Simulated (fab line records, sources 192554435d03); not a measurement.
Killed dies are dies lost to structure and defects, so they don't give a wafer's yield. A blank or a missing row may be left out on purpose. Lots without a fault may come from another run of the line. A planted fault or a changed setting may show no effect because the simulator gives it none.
fab line records | flow n5_finfet
record lots=5 wafers=15 last_day=18
route steps=1938 shown MOL_CONTACT_COAG@576 BEOL_M4@1111
lots that met no fault: from a run of the same line without faults
start_h: hours from the record's first day to the start of the lot's first wafer shown | wait_h: hours since the lot's step before | " the same as in the row above | L1.1+2: a row that stands for several wafers | - no value, or no start given | * or withheld: withheld | < > ~ a bound
route shown NAME@n: a module of which the file shows steps, and the number in the route of the first | usual: mean/standard deviation of fault-free wafers | same: alike in all rows | chamber/n: place in a boat | sites: the reading at each site | _std_site: their standard deviation | _edge_site: outer sites' mean less inner sites' | radius_mm: how far each site lies from the wafer's centre | mask NAME#n: copy n | behind: the tool/chamber that last shaped the wafer | hold: why the lot was held/for how many hours/how that ended | device: the transistor (n, p or np) that didn't switch | end of line: the same wafers' tests at the end of the route | a step without rows: its recipe alone | killed: dies lost to structure and defects at the first sort, not the wafer's yield | map: a wafer's dies, x killed, . not, _ none there
set.NAME: the setting as run; set.NAME@STEP: as run at that earlier step | model.NAME: the simulator's own value behind a step, which no gauge read
lots at some steps of the route; a table a step, a row a wafer
services: from which hour (start_h, from the record's first day; less than 0 if before it) a tool's chamber was out of use, for how many hours, and why
## steps
# step N5_MOL_CONTACT_COAG_DESCUM_88
# recipe chemistry=O2 time_s=7 source_power_w=50 bias_power_w=20 pressure_mtorr=20 rf_frequency_hz=2.712e+07 temp_c=40 resist=CAR-EUV o2_flow_sccm=225
# step N5_MOL_CONTACT_COAG_ETCH_89
# recipe chemistry=N2/H2 target=underlayer target_depth_a=130 mask_material=CAR-EUV time_s=10.4 ion_energy_ev=200 pressure_mtorr=30 source_w=840 bias_w=150 n2_flow_sccm=200 h2_flow_sccm=200 ends=cleared
# step N5_MOL_CONTACT_COAG_ETCH_90
# recipe chemistry=CF4 target=SiARC target_depth_a=130 mask_material=CAR-EUV time_s=21.7 ion_energy_ev=80 pressure_mtorr=40 source_w=545 bias_w=36 Ar_flow_sccm=100 cf4_flow_sccm=100 ends=cleared
# step N5_MOL_CONTACT_COAG_ALD_131
# recipe material=SiO2 target_thk_a=50 temp_c=100 ald_precursor_family=BDEAS ald_co_reactant=O2-plasma pulse_time_s=1 co_reactant_pulse_time_s=1 purge_time_s=2 co_reactant_purge_time_s=2 ald_cycles=35 pressure_torr=2
# usual heater_power_w=80/9 precursor_pulse_height_rel=1.001/0.019 susceptor_temp_C=100.00/0.13
# columns lot.wafer tool chamber start_h wait_h heater_power_w precursor_pulse_height_rel susceptor_temp_C
L401.1 ald_sin-04 0 98.98 0.1 63 1.000 100.05
L401.3 " 3 " " 90 0.984 100.12
L401.4 " 2 " " 88 1.002 99.90
L406.1 ald_sin-01 3 130.52 0.1 70 1.024 99.99
L406.2 " 2 " " 89 1.026 100.00
L406.4 " 0 " " 88 0.990 99.80
L408.2 ald_sin-03 1 141.04 1.0 78 1.019 100.00
L408.4 " 0 " " 74 0.983 99.95
L408.5 " 2 " " 100 1.003 99.94
L415.1 ald_sin-01 2 212.93 0.1 87 1.011 99.75
L415.3 " 3 " " 71 0.995 100.12
L415.6 " 3 " " 71 0.968 99.92
L418.2 ald_sin-01 1 229.56 0.4 77 0.977 100.07
L418.3 " 3 " " 70 0.997 99.94
L418.5 " 1 " " 78 0.995 100.00
# step N5_MOL_CONTACT_COAG_ETCHBACK_132
# recipe chemistry=CHF3 target=SiO2 target_depth_a=100 time_s=6.7 ion_energy_ev=200 pressure_mtorr=30 source_w=610 bias_w=170 Ar_flow_sccm=200 CHF3_flow_sccm=50
# usual drypump_motor_current_A=5.8/0.41 mfc_ar_sccm=200.0/0.56 oes_product_au=0.78/0.056 rf_vpp_V=525/7 showerhead_plenum_p_Torr=2.41/0.059 throttle_valve_pct=18.75/0.21
# columns lot.wafer tool chamber start_h wait_h drypump_motor_current_A mfc_ar_sccm oes_product_au rf_hours_counter_h rf_vpp_V showerhead_plenum_p_Torr throttle_valve_pct
L401.1 rie_diel-04 2 99.16 0.1 5.4 200.6 0.73 173 530 2.46 19.15
L401.3 " 3 " " 6.5 201.1 0.78 156 534 2.47 18.47
L401.4 " 1 " " 5.3 200.8 0.84 65 515 2.40 18.34
L406.1 rie_diel-04 3 130.70 0.1 6.5 199.1 0.76 168 534 2.47 18.51
L406.2 " 2 " " 5.4 200.3 0.72 184 529 2.45 19.15
L406.4 " 1 " " 5.3 201.0 0.81 - 518 2.40 18.36
L408.2 rie_diel-01 2 141.22 0.1 6.3 199.9 0.86 54 519 2.33 18.84
L408.4 " 3 " " 5.6 198.7 0.78 126 527 2.40 18.90
L408.5 " 3 " " 5.6 199.6 0.79 - 526 2.40 18.90
L415.1 rie_diel-06 2 213.11 0.1 5.0 199.8 0.73 179 529 2.47 18.60
L415.3 " 0 " " 6.0 199.9 0.74 190 513 2.36 18.90
L415.6 " 2 " " 5.1 200.3 0.73 - 531 2.47 18.60
L418.2 rie_diel-06 1 229.74 0.1 5.7 199.4 0.83 74 535 2.41 18.73
L418.3 " 3 " " 5.9 199.6 0.75 151 522 2.38 18.71
L418.5 " 3 " " 5.9 201.3 0.74 - 522 2.38 18.73
# step N5_MOL_CONTACT_COAG_ETCH_91
# recipe chemistry=N2/H2 target=SOC target_depth_a=600 overetch_a=210 mask_material=SiARC temp_c=40 time_s=101.2 ion_energy_ev=200 pressure_mtorr=30 source_w=840 bias_w=150 n2_flow_sccm=200 h2_flow_sccm=200
# step N5_MOL_CONTACT_COAG_STRIP_92
# recipe chemistry=N2/H2 temp_c=40 n2_flow_sccm=200 h2_flow_sccm=200 rf_frequency_hz=6e+07
# step N5_MOL_CONTACT_COAG_STRIP_93
# recipe chemistry=N2/H2 temp_c=40 n2_flow_sccm=200 h2_flow_sccm=200 rf_frequency_hz=6e+07
# step N5_MOL_CONTACT_COAG_ETCHBACK_135
# recipe chemistry=CHF3 target=SiO2 target_depth_a=250 time_s=16.7 ion_energy_ev=200 pressure_mtorr=30 source_w=610 bias_w=170 Ar_flow_sccm=200 CHF3_flow_sccm=50
# usual drypump_motor_current_A=5.8/0.41 mfc_ar_sccm=200.0/0.63 oes_product_au=0.78/0.056 rf_vpp_V=525/7.1 showerhead_plenum_p_Torr=2.41/0.059 throttle_valve_pct=18.75/0.21
# columns lot.wafer tool chamber start_h wait_h drypump_motor_current_A mfc_ar_sccm oes_product_au rf_hours_counter_h rf_vpp_V showerhead_plenum_p_Torr throttle_valve_pct
L401.1 rie_diel-04 2 99.29 0.0 5.4 199.0 0.71 173 530 2.46 19.13
L401.3 " 3 " " 6.5 199.6 0.77 156 533 2.47 18.48
L401.4 " 1 " " 5.3 200.1 0.83 66 516 2.40 18.37
L406.1 rie_diel-04 3 130.82 0.0 6.5 199.9 0.76 168 534 2.47 18.50
L406.2 " 2 " " 5.4 200.2 0.71 185 530 2.45 19.16
L406.4 " 1 " " 5.3 199.7 0.83 - 517 2.40 18.37
L408.2 rie_diel-01 2 141.34 0.0 6.3 200.9 0.86 54 522 2.33 18.82
L408.4 " 3 " " 5.6 199.5 0.79 126 528 2.40 18.90
L408.5 " 3 " " 5.6 199.5 0.78 - 526 2.40 18.91
L415.1 rie_diel-06 2 213.23 0.0 5.1 199.4 0.73 179 531 2.47 18.59
L415.3 " 0 " " 5.9 199.8 0.73 190 514 2.36 18.90
L415.6 " 2 " " 5.1 199.2 0.73 - 530 2.47 18.60
L418.2 rie_diel-06 1 229.87 0.0 5.7 199.2 0.85 74 534 2.41 18.75
L418.3 " 3 " " 5.9 199.9 0.75 151 520 2.38 18.71
L418.5 " 3 " " 5.9 199.0 0.75 - 519 2.38 18.71
# step N5_MOL_CONTACT_COAG_STRIP_118
# recipe chemistry=CHF3 resist=SiARC rf_frequency_hz=6e+07
# step N5_MOL_CONTACT_COAG_VIA_ETCH_46
# recipe chemistry=C4F6/O2 target_depth_a=460 overetch_a=92 mask_material=SOC target=SiO2 bias_w=455 pressure_mtorr=10 time_s=40 source_w=325 Ar_flow_sccm=300 C4F6_flow_sccm=10 O2_flow_sccm=10 ion_energy_ev=575.3 ends=end_point
# usual drypump_motor_current_A=5.8/0.41 mfc_ar_sccm=300.0/0.9 oes_product_au=0.70/0.048 rf_vpp_V=1590/20 showerhead_plenum_p_Torr=2.88/0.071 throttle_valve_pct=40.9/0.31
# columns lot.wafer tool chamber start_h wait_h drypump_motor_current_A mfc_ar_sccm oes_product_au rf_hours_counter_h rf_vpp_V showerhead_plenum_p_Torr throttle_valve_pct
L401.1 rie_diel-04 2 99.32 0.0 5.5 299.4 0.64 173 1604 2.93 41.2
L401.3 " 3 " " 6.5 300.8 0.69 156 1614 2.95 40.4
L401.4 " 1 " " 5.3 298.5 0.75 66 1566 2.86 40.3
L406.1 rie_diel-04 3 130.86 0.0 6.5 299.6 0.68 168 1614 2.95 40.4
L406.2 " 2 " " 5.5 299.0 0.65 185 1604 2.93 41.3
L406.4 " 1 " " 5.3 300.1 0.74 - 1568 2.86 40.3
L408.2 rie_diel-01 2 141.38 0.0 6.2 300.0 0.76 54 1578 2.77 41.2
L408.4 " 3 " " 5.6 301.7 0.71 126 1597 2.87 41.2
L408.5 " 3 " " 5.6 301.3 0.70 - 1597 2.87 41.2
L415.1 rie_diel-06 2 213.27 0.0 5.1 300.6 0.65 179 1604 2.95 40.8
L415.3 " 0 " " 5.9 298.2 0.66 190 1558 2.81 41.0
L415.6 " 2 " " 5.1 300.4 0.66 - 1603 2.95 40.8
L418.2 rie_diel-06 1 229.90 0.0 5.7 301.1 0.74 74 1616 2.87 40.9
L418.3 " 3 " " 5.9 299.4 0.66 151 1580 2.84 41.1
L418.5 " 3 " " 5.9 300.1 0.67 - 1579 2.84 41.1
# step N5_MOL_CONTACT_COAG_STRIP_96
# recipe chemistry=N2/H2 power_w=500 temp_c=40 pressure_mtorr=50 rf_frequency_hz=6e+07 overash_fraction=0.3 bias_power_w=28 h2_frac=0.5 n2_flow_sccm=300 h2_flow_sccm=300
# step N5_MOL_CONTACT_COAG_ETCH_47
# recipe chemistry=CH3F/O2 target=SiNx target_depth_a=270 mask_material=SiO2 stop_on=W over_etch_frac=0.2 ion_energy_ev=120 endpoint=OES-CN pressure_mtorr=30 source_w=395 bias_w=73 Ar_flow_sccm=150 CH3F_flow_sccm=30 O2_flow_sccm=20 ends=end_point
# usual drypump_motor_current_A=5.8/0.41 etch_rf_on_time_s=31.1/0.35 mfc_ar_sccm=150.0/0.45 oes_product_au=0.70/0.05 over_etch_frac=0.2/0 rf_vpp_V=298/4 showerhead_plenum_p_Torr=2.03/0.052 throttle_valve_pct=16.38/0.21
# columns lot.wafer tool chamber start_h wait_h drypump_motor_current_A etch_rf_on_time_s mfc_ar_sccm oes_product_au over_etch_frac rf_hours_counter_h rf_vpp_V showerhead_plenum_p_Torr throttle_valve_pct model.etch.over_etch_s model.MOL_CONTACT_COAG.feature_depth_nm
L401.1 rie_diel-04 2 99.43 0.0 5.4 31.6 149.6 0.64 0.2 173 304 2.07 16.75 5.267 18.4
L401.3 " 3 " " 6.5 31.1 149.3 0.69 0.2 156 300 2.08 16.14 5.19 18.4
L401.4 " 1 " " 5.3 31.1 150.4 0.74 0.2 66 293 2.02 15.96 5.179 18.4
L406.1 rie_diel-04 3 130.96 0.0 6.5 31.1 150.1 0.68 0.2 168 302 2.08 16.16 5.18 18.4
L406.2 " 2 " " 5.5 36.1 150.2 0.58 0.38823 185 299 2.07 16.78 10.11 18.8
L406.4 " 1 " " 5.3 31.3 150.5 0.73 0.2 - 294 2.01 15.98 5.221 18.4
L408.2 rie_diel-01 2 141.48 0.0 6.3 30.7 150.2 0.77 0.2 54 295 1.95 16.42 5.109 18.6
L408.4 " 3 " " 5.6 31.1 150.5 0.70 0.2 126 299 2.02 16.49 5.181 18.6
L408.5 " 3 " " 5.6 31.0 149.2 0.70 0.2 - 299 2.02 16.49 5.172 18.6
L415.1 rie_diel-06 2 213.37 0.0 5.1 30.8 148.9 0.66 0.2 179 302 2.08 16.25 5.131 18.4
L415.3 " 0 " " 5.9 31.4 149.8 0.65 0.2 190 291 1.98 16.54 5.235 18.4
L415.6 " 2 " " 5.1 30.6 149.6 0.66 0.2 - 303 2.08 16.25 5.096 18.4
L418.2 rie_diel-06 1 230.01 0.0 5.7 30.9 150.0 0.74 0.2 74 304 2.02 16.36 5.157 18.6
L418.3 " 3 " " 5.9 31.1 149.7 0.66 0.2 151 296 2.00 16.33 5.189 18.6
L418.5 " 3 " " 5.9 31.2 149.6 0.67 0.2 - 295 2.00 16.33 5.199 18.6
# step N5_MOL_CONTACT_COAG_STRIP_119
# recipe chemistry=N2/H2 time_s=30 power_w=1000 temp_c=250 pressure_mtorr=withheld n2_flow_sccm=1750 h2_flow_sccm=3250
# usual drypump_motor_current_A=5.94/0.19 heater_power_w=341/34
# columns lot.wafer tool chamber start_h wait_h drypump_motor_current_A heater_power_w rf_hours_counter_h
L401.1 plasma_asher-01 0 99.51 0.1 5.82 312 93
L401.3 " 1 " " 6.22 327 -
L401.4 " 0 " " 5.83 314 -
L406.1 plasma_asher-01 1 131.04 0.1 6.23 317 99
L406.2 " 0 " " 5.83 318 99
L406.4 " 1 " " 6.27 323 -
L408.2 plasma_asher-01 0 141.56 0.1 5.87 315 101
L408.4 " 0 " " 5.90 314 -
L408.5 " 0 " " 5.88 306 -
L415.1 plasma_asher-02 1 213.45 0.1 5.76 399 56
L415.3 " 1 " " 5.77 407 -
L415.6 " 1 " " 5.76 413 -
L418.2 plasma_asher-01 0 230.09 0.1 5.85 320 112
L418.3 " 1 " " 6.23 328 -
L418.5 " 0 " " 5.84 312 -
# step N5_BEOL_M4_RC_MEAS_101
# usual DIBL_N=36.5/1.2 DIBL_P=36.5/1.6 IOFF_N=0.162/0.023 IOFF_P=0.221/0.03 ION_N=678/8 ION_P=466/6.3 SS_N=71.6/0.46 SS_P=73.3/0.57 VT_N=249.2/2.6 VT_P=-249/3.3
# columns lot.wafer tool chamber start_h wait_h DIBL_N[mV/V] DIBL_P[mV/V] IOFF_N[nA/um] IOFF_P[nA/um] ION_N[uA/um] ION_P[uA/um] SS_N[mV/dec] SS_P[mV/dec] VT_N[mV] VT_P[mV]
L401.1 prober-02 0 183.65 0.2 36.7 34.6 0.143 0.196 678 464 71.0 73.4 248.6 -251
L401.3 " 0 " " 37.6 35.5 0.163 0.217 678 467 72.2 73.2 249.7 -251
L401.4 " 0 " " 38.1 36.1 0.178 0.223 683 469 71.6 73.8 248.2 -249
L406.1 prober-02 0 251.10 0.0 37.5 38.4 0.179 0.268 684 474 71.4 73.6 247.0 -245
L406.2 " 0 " " 36.0 37.3 0.151 0.246 678 475 71.7 73.4 249.6 -247
L406.4 " 0 " " 34.8 36.4 0.146 0.226 674 478 71.9 73.6 246.5 -246
L408.2 prober-02 0 254.99 0.2 36.7 37.4 0.147 0.180 676 458 71.2 73.0 253.0 -254
L408.4 " 0 " " 36.0 37.2 0.143 0.176 666 454 70.7 74.2 252.7 -256
L408.5 " 0 " " 36.7 38.4 0.163 0.199 678 465 71.6 73.3 248.5 -251
L415.1 prober-02 0 290.96 0.2 35.6 35.1 0.150 0.209 672 462 72.1 73.4 247.5 -250
L415.3 " 0 " " 35.9 36.2 0.153 0.231 677 468 71.6 73.4 248.8 -248
L415.6 " 0 " " 35.7 36.0 0.147 0.218 673 466 71.4 72.4 252.4 -247
L418.2 prober-01 0 325.84 0.2 35.2 35.3 0.146 0.186 676 460 71.1 72.7 249.7 -253
L418.3 " 0 " " 35.0 34.9 0.140 0.182 686 462 71.2 72.3 250.2 -253
L418.5 " 0 " " 37.0 37.6 0.172 0.231 681 468 71.4 73.8 246.7 -250
## services
# columns tool chamber start_h hours kind
ald_sin-01 - 86.75 14.0 pm
ald_sin-01 0 86.75 14.0 vent_cycle
ald_sin-01 1 86.75 14.0 vent_cycle
ald_sin-01 2 86.75 14.0 vent_cycle
rie_diel-04 1 106.06 2.9 repair
ald_sin-04 0 123.95 17.5 repair
rie_diel-04 0 124.52 - clean
rie_diel-04 0 124.52 - consumable_replace:focus_ring
rie_diel-04 0 124.52 - consumable_replace:showerhead
rie_diel-04 0 124.52 14.9 scheduled_down
rie_diel-04 0 124.52 14.9 vent_cycle
ald_sin-04 - 136.29 55.4 repair
plasma_asher-02 - 143.29 3.5 pm
rie_diel-06 - 152.62 0.9 repair
plasma_asher-01 - 153.10 2.1 repair
ald_sin-01 - 153.33 2.8 pm
rie_diel-01 0 161.28 4.4 repair
rie_diel-01 1 187.71 6.8 repair
ald_sin-01 2 189.24 4.2 repair
ald_sin-03 2 192.27 10.3 repair
ald_sin-03 0 200.89 22.9 repair
rie_diel-06 1 214.42 9.5 repair
plasma_asher-01 - 216.33 2.8 pm
ald_sin-03 2 222.71 13.7 repair
## key
first_sign step=N5_MOL_CONTACT_COAG_ETCH_47 reading=over_etch_frac direction=up sigmas=99+ usual=0.2 struck=0.38823
effect step=N5_MOL_CONTACT_COAG_ETCH_47 reading=etch_rf_on_time_s direction=up sigmas=14 usual=* struck=*
model_effect step=N5_MOL_CONTACT_COAG_ETCH_47 value=etch.over_etch_s without=5.206 struck=10.11
met_at N5_MOL_CONTACT_COAG_ETCH_47
struck_wafers L406.2
onset_between 99.43 130.96
fault kind=process_parameter_drift tool=rie_diel-04 chamber=2 onset_h=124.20 steps=N5_MOL_CONTACT_COAG_ETCH_47 channel=over_etch_frac offset=0.18823 shape=step end_h=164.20 acts_in=these_recipes_only stated=0.2
